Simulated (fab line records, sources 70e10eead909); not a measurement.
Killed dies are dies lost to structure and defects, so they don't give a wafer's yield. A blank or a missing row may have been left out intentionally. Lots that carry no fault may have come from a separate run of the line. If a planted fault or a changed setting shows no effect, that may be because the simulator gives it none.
Which of the tools did it? ; flow nandHarc ; 72 wafers from 24 lots sampled at 6 of the route's 1159 steps

WHAT THE GAUGES SHOWED, per wafer
NHARC_A_M1_THK_MEAS_24: measures by xrf.
lot;measured;on;thkNm (nm)
L074;day 18 09:39;filmMetro-01;153.1 151.9 155.2
L076;day 18 10:32;filmMetro-02;155.4 155.5 155.1
L075;day 18 10:52;filmMetro-01;153.2 151.9 153.6
L077;day 18 22:31;filmMetro-01;153.4 156.5 152.7
L079;day 18 23:22;filmMetro-01;154.4 154.3 152.7
L078;day 19 09:38;filmMetro-01;154.5 151.5 153.4
L082;day 19 17:08;filmMetro-02;153.5 151.5 154.4
L081;day 19 19:11;filmMetro-01;153.3 152.0 155.9
L080;day 19 22:34;filmMetro-01;153.7 153.4 155.2
L083;day 20 07:41;filmMetro-01;155.4 152.8 151.7
L084;day 20 12:53;filmMetro-01;151.5 155.8 153.7
L088;day 20 15:17;filmMetro-02;155.8 154.5 152.9
L087;day 20 16:06;filmMetro-01;153.7 154.1 152.4
L086;day 20 19:50;filmMetro-02;154.8 154.1 157.2
L085;day 21 05:10;filmMetro-01;155.6 154.9 153.2
L089;day 21 19:45;filmMetro-02;152.6 151.1 151.8
L091;day 22 00:43;filmMetro-02;158.7 155.5 153.0
L090;day 22 01:52;filmMetro-02;153.1 154.7 156.0
L092;day 22 02:37;filmMetro-02;154.9 157.5 155.4
L093;day 22 10:14;filmMetro-01;153.5 152.7 155.5
L094;day 22 11:11;filmMetro-02;152.8 155.7 154.2
L095;day 22 19:25;filmMetro-02;155.0 154.4 154.1
L096;day 22 19:39;filmMetro-02;154.1 155.7 155.3
L097;day 24 06:18;filmMetro-01;157.8 157.7 157.5

NHARC_A_BONDPAD_INSPECT_23.
lot;measured;on;rawDefectCount
L074;day 18 14:35;defectInspect-01;647 665 872
L076;day 18 16:06;defectInspect-02;399 461 611
L075;day 18 16:17;defectInspect-02;447 573 349
L077;day 19 03:35;defectInspect-02;413 384 346
L079;day 19 04:41;defectInspect-02;534 381 364
L078;day 19 14:44;defectInspect-02;511 481 440
L082;day 19 22:32;defectInspect-01;420 604 574
L081;day 20 00:06;defectInspect-01;401 440 448
L080;day 20 03:29;defectInspect-01;323 343 375
L083;day 20 12:53;defectInspect-01;386 327 303
L084;day 20 17:41;defectInspect-02;454 472 659
L088;day 20 20:34;defectInspect-02;429 397 362
L087;day 20 21:20;defectInspect-02;458 288 419
L086;day 21 00:58;defectInspect-02;387 414 584
L085;day 21 10:02;defectInspect-02;618 324 393
L089;day 22 00:36;defectInspect-02;348 543 413
L091;day 22 05:37;defectInspect-02;336 496 385
L090;day 22 06:46;defectInspect-02;369 563 459
L092;day 22 07:50;defectInspect-01;594 846 492
L093;day 22 15:16;defectInspect-01;334 297 455
L094;day 22 16:15;defectInspect-02;444 404 494
L095;day 23 00:17;defectInspect-01;557 744 472
L096;day 23 00:53;defectInspect-02;379 341 379
L097;day 24 12:02;defectInspect-01;549 530 464

NHARC_THIN_TSV_THK_MEAS_02: measures by ir.
lot;measured;on;thkNm (nm)
L074;day 19 04:12;filmMetro-02;2855 3094 2955
L076;day 19 06:36;filmMetro-02;2543 2975 2816
L075;day 19 05:25;filmMetro-02;3054 2861 3095
L077;day 19 15:08;filmMetro-01;3065 2864 2755
L079;day 19 16:20;filmMetro-01;3009 2976 3179
L078;day 20 03:05;filmMetro-01;2835 2836 2833
L082;day 20 11:05;filmMetro-01;2976 2761 2762
L081;day 20 12:17;filmMetro-02;2865 3432 3109
L080;day 20 15:57;filmMetro-02;3014 2724 2908
L083;day 21 03:41;filmMetro-02;3144 3383 3082
L084;day 21 02:28;filmMetro-02;2989 3133 2857
L088;day 21 11:10;filmMetro-02;3035 3208 3144
L087;day 21 09:43;filmMetro-01;3072 2986 2763
L086;day 21 12:07;filmMetro-01;3184 2855 3101
L085;day 21 21:30;filmMetro-02;3225 3413 3321
L089;day 22 15:53;filmMetro-01;2958 3102 2612
L091;day 22 17:13;filmMetro-02;2819 3142 2883
L090;day 22 14:43;filmMetro-01;3017 3231 3022
L092;day 22 19:29;filmMetro-01;3083 3017 3215
L093;day 23 03:56;filmMetro-02;2839 2807 2941
L094;day 23 02:44;filmMetro-02;2854 2770 3219
L095;day 23 11:41;filmMetro-02;2644 2950 2818
L096;day 23 12:52;filmMetro-02;2995 3031 3284
L097;day 25 00:25;filmMetro-02;3189 3229 2962

NHARC_THIN_TSV_CD_MEAS_16.
lot;measured;on;cdNm (nm)
L074;day 19 06:13;cdSem-02;999.8 999.6 1000.6
L076;day 19 08:37;cdSem-02;999.8 1001.2 1000.8
L075;day 19 07:27;cdSem-01;999.7 1000.3 1003.3
L077;day 19 17:09;cdSem-01;994.6 995.1 997.0
L079;day 19 18:23;cdSem-01;998.2 1000.3 999.7
L078;day 20 05:14;cdSem-02;1000.5 1002.9 999.2
L082;day 20 13:14;cdSem-02;1000.9 1005.3 1003.6
L081;day 20 14:13;cdSem-03;1001.0 1000.1 1001.2
L080;day 20 18:05;cdSem-03;1001.9 997.9 1000.6
L083;day 21 05:49;cdSem-01;999.0 1004.0 1000.2
L084;day 21 04:33;cdSem-01;1000.1 998.8 1003.2
L088;day 21 13:14;cdSem-03;1000.2 997.7 1000.0
L087;day 21 11:44;cdSem-03;1001.3 1000.1 1003.9
L086;day 21 14:18;cdSem-02;997.6 1002.5 1001.9
L085;day 21 23:23;cdSem-03;999.6 999.4 998.3
L089;day 22 18:08;cdSem-03;996.8 995.7 997.6
L091;day 22 19:07;cdSem-03;995.8 996.1 998.5
L090;day 22 16:37;cdSem-01;1001.3 998.9 1000.8
L092;day 22 21:30;cdSem-01;996.3 998.5 998.0
L093;day 23 05:57;cdSem-02;998.8 995.9 995.5
L094;day 23 04:38;cdSem-03;1001.2 996.8 1000.8
L095;day 23 13:43;cdSem-02;999.3 1000.4 1002.2
L096;day 23 14:46;cdSem-02;1001.0 1002.7 1001.4
L097;day 25 02:19;cdSem-03;995.5 1000.1 1001.3

TOOL THAT RAN EACH LOT (tool first, then ch and the chambers of the sampled wafers, then the start)
lot;NHARC_A_M1_DEP_33;NHARC_A_BONDPAD_CMP_19
L074;pecvd-01 ch 0,1,2, day 18 09:57;cmp-01 ch 0,1,2, day 18 14:02
L076;pecvd-03 ch 0,1,2, day 18 11:23;cmp-01 ch 0,2, day 18 15:36
L075;pecvd-04 ch 0,1,2, day 18 11:33;cmp-03 ch 0,2, day 18 15:47
L077;pecvd-03 ch 0,1,2, day 18 22:49;cmp-03 ch 0,2,3, day 19 03:02
L079;pecvd-04 ch 0,1,2, day 18 23:40;cmp-02 ch 0,1,3, day 19 04:07
L078;pecvd-04 ch 0,1,2, day 19 10:01;cmp-03 ch 1,2,3, day 19 14:17
L082;pecvd-04 ch 1,2, day 19 17:31;cmp-02 ch 0,2,3, day 19 21:59
L081;pecvd-04 ch 0,1, day 19 19:32;cmp-01 ch 0,1,3, day 19 23:40
L080;pecvd-03 ch 0,1,2, day 19 22:55;cmp-02 ch 1,2,3, day 20 02:57
L083;pecvd-03 ch 0,2, day 20 08:12;cmp-01 ch 1,2, day 20 12:21
L084;pecvd-03 ch 0,1, day 20 13:11;cmp-03 ch 0,2,3, day 20 17:10
L088;pecvd-01 ch 1,2, day 20 15:40;cmp-03 ch 1,2, day 20 20:02
L087;pecvd-01 ch 0,1, day 20 16:50;cmp-03 ch 1,2,3, day 20 20:47
L086;pecvd-04 ch 0,1,2, day 20 20:08;cmp-01 ch 0,3, day 21 00:25
L085;pecvd-01 ch 1,2, day 21 05:28;cmp-02 ch 2,3, day 21 09:32
L089;pecvd-01 ch 0,1, day 21 20:08;cmp-01 ch 0,3, day 22 00:04
L091;pecvd-03 ch 1,2, day 22 01:01;cmp-01 ch 0,3, day 22 05:06
L090;pecvd-03 ch 1,2, day 22 02:15;cmp-01 ch 1,2, day 22 06:13
L092;pecvd-03 ch 0,2, day 22 03:07;cmp-02 ch 2,3, day 22 07:19
L093;pecvd-04 ch 1,2, day 22 10:35;cmp-02 ch 1,2, day 22 14:44
L094;pecvd-01 ch 0,2, day 22 11:29;cmp-02 ch 0,1,3, day 22 15:42
L095;pecvd-03 ch 0,2, day 22 19:43;cmp-01 ch 2,3, day 22 23:46
L096;pecvd-01 ch 0,1,2, day 22 19:58;cmp-03 ch 1,2,3, day 23 00:21
L097;pecvd-01 ch 0,2, day 24 07:33;cmp-02 ch 0,1,3, day 24 11:29
- NHARC_A_M1_DEP_33: deposits SiCN, target thk 30 nm.
- NHARC_A_BONDPAD_CMP_19: polishes, t overpolish 30 s, cu recess touch 16 s, target thk 169.8 nm.

AS READ BY THE TOOLS THEMSELVES (means over the sampled wafers that have a number; for cases with no such wafer, the mark the record gives instead)
NHARC_A_M1_DEP_33.
lot;tool;heaterPowerW (W)
L074;pecvd-01;486
L076;pecvd-03;616
L075;pecvd-04;600
L077;pecvd-03;653
L079;pecvd-04;607
L078;pecvd-04;567
L082;pecvd-04;638
L081;pecvd-04;625
L080;pecvd-03;663
L083;pecvd-03;676
L084;pecvd-03;633
L088;pecvd-01;481
L087;pecvd-01;643
L086;pecvd-04;644
L085;pecvd-01;504
L089;pecvd-01;572
L091;pecvd-03;589
L090;pecvd-03;636
L092;pecvd-03;688
L093;pecvd-04;613
L094;pecvd-01;476
L095;pecvd-03;692
L096;pecvd-01;547
L097;pecvd-01;481

NHARC_A_BONDPAD_CMP_19.
lot;tool;motorCurrentA (A);overpolishRunS (s);slurryFilterDpKPa (kPa)
L074;cmp-01;11.0;30.000;13.63
L076;cmp-01;11.4;29.999;13.63
L075;cmp-03;10.8;29.992;13.47
L077;cmp-03;11.4;30.004;13.50
L079;cmp-02;14.1;29.995;13.46
L078;cmp-03;11.6;30.001;13.57
L082;cmp-02;13.0;29.991;13.50
L081;cmp-01;12.3;29.996;13.50
L080;cmp-02;13.6;29.994;13.40
L083;cmp-01;11.3;29.997;13.48
L084;cmp-03;11.2;30.006;13.52
L088;cmp-03;11.8;30.003;13.53
L087;cmp-03;11.4;29.999;13.45
L086;cmp-01;12.1;30.004;13.38
L085;cmp-02;15.0;29.992;13.53
L089;cmp-01;13.1;30.005;13.35
L091;cmp-01;11.6;30.001;13.59
L090;cmp-01;10.8;29.998;13.53
L092;cmp-02;12.9;29.995;13.39
L093;cmp-02;12.4;30.003;13.37
L094;cmp-02;13.6;30.004;13.46
L095;cmp-01;12.7;30.000;13.70
L096;cmp-03;11.3;30.003;13.47
L097;cmp-02;13.9;29.990;13.67

THE ANSWER, worked out from the rows above alone
Rule: what is usual is taken from the lots themselves. The widest of any qualifying gaps counts: lots, ordered by their means at a reading, are off when they make up no more than a third of the lots, leave a main group of 4 or more, and stand apart from it by 3 or more times the standard deviation of that group's means. If all means in a main group match to the digits the tables above print for the reading, that group is not used. Also off: a lot with no number at a reading for which 4 or more lots have one. Any other lot the step has rows for is counted as sound. After the gauges, taken in route order, come the tools' own readings; for these a lot's mean is taken, as printed above. At the first step where some lot is off, the reading lying furthest off is the one used; lots without a number count as furthest.
Across all readings shown, no lot is off: no conclusion can be drawn from this.

WHAT THE SIMULATOR PUT IN
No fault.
